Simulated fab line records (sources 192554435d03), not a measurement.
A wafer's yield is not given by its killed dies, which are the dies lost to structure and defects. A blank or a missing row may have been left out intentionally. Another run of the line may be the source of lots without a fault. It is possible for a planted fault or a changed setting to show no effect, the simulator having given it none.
Split-lot study ; flow n5_finfet ; route with 1938 steps; 7 lots, 21 wafers read

## THE SPLIT ITSELF
At N5_BEOL_M0_ETCH_128 (etches SiCN in CF4/N2, target depth 12 nm, overetch 5.1 nm, time 21.4 s), the setting source_w was moved away from the recipe's 430 W on 7 of the 21 wafers read, by -12.0% to +16.3%. The other wafers ran this setting at the recipe's value.

Reading taken at the split's own step.

## THE READING
rf_vpp_V, in V, at N5_BEOL_M0_ETCH_128 (etches SiCN in CF4/N2, target depth 12 nm, overetch 5.1 nm, time 21.4 s). A value of 383.1 V with a standard deviation of 1.9 V is what fault-free wafers of this fab line usually give.

wafer;tool, chamber at the split;source_w as run, W;against the recipe;rf_vpp_V, V;against lot-mates on the recipe
L075.3;rie_diel-04, 3;430;recipe;385.6;-
L075.4;rie_diel-04, 1;452.7;+5.3%;378.6;-5.5
L075.5;rie_diel-04, 0;430;recipe;382.7;-
L077.2;rie_diel-04, 2;430;recipe;383.7;-
L077.3;rie_diel-04, 1;430;recipe;384.8;-
L077.4;rie_diel-04, 3;430;recipe;385.5;-
L081.2;rie_diel-02, 1;464.4;+8.0%;375.7;-9.0
L081.5;rie_diel-02, 1;430;recipe;384.7;-
L081.6;rie_diel-02, 2;464.4;+8.0%;371.0;-13.7
L080.1;rie_diel-02, 0;430;recipe;385.9;-
L080.3;rie_diel-02, 3;430;recipe;383.4;-
L080.5;rie_diel-02, 2;430;recipe;380.6;-
L085.2;rie_diel-03, 0;378.6;-12.0%;401.2;+19.3
L085.4;rie_diel-03, 2;430;recipe;381.9;-
L085.6;rie_diel-03, 0;378.6;-12.0%;401.6;+19.7
L088.1;rie_diel-02, 2;475.8;+10.7%;368.6;-12.5
L088.5;rie_diel-02, 2;430;recipe;380.7;-
L088.6;rie_diel-02, 1;430;recipe;381.6;-
L095.1;rie_diel-02, 3;430;recipe;381.1;-
L095.3;rie_diel-02, 1;500.1;+16.3%;363.4;-19.7
L095.6;rie_diel-02, 0;430;recipe;385.1;-

THE FIT
A straight line over all 21 wafers: rf_vpp_V changes by -1.35 V for each +1% of source_w; r = -0.98; the points scatter about the line by 2 V.
The same after taking each lot's own level away (the mean of its wafers on the recipe; 21 wafers): -1.4 V for each +1%; r = -0.98; scatter 1.9 V.
The reading moves by 23 V for the largest change in source_w, on that fit.
From 381.15 to 384.70 V: that is the span of the lots' own levels, equal to 1.9 times the standard deviation above.
The two slopes agree, so the slope changes little with the lot-to-lot level.
Check: -23.4 V against its lot-mates is what the line predicts for one of the wafers moved furthest among these (+16.3%) when that wafer is left out of the fit. It came out at -19.7 V against them.
Tool readings at the split's step, against how far the setting was moved: rf_vpp_V r = -0.98.

## OTHER SPLITS APPLIED TO THESE WAFERS
These wafers also went through other splits before the reading. Each is held against what the fit with the lots' levels taken away leaves over:
other split on the same wafers;wafers away from the commonest value;r with rf_vpp_V (lot level and that fit taken away)
N5_BEOL_M0_ETCH_138 bias_w;5;+0.35

## FILE'S OWN FIT
rf_vpp_V changes by -1.31 V for each +1% of source_w, r = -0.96.
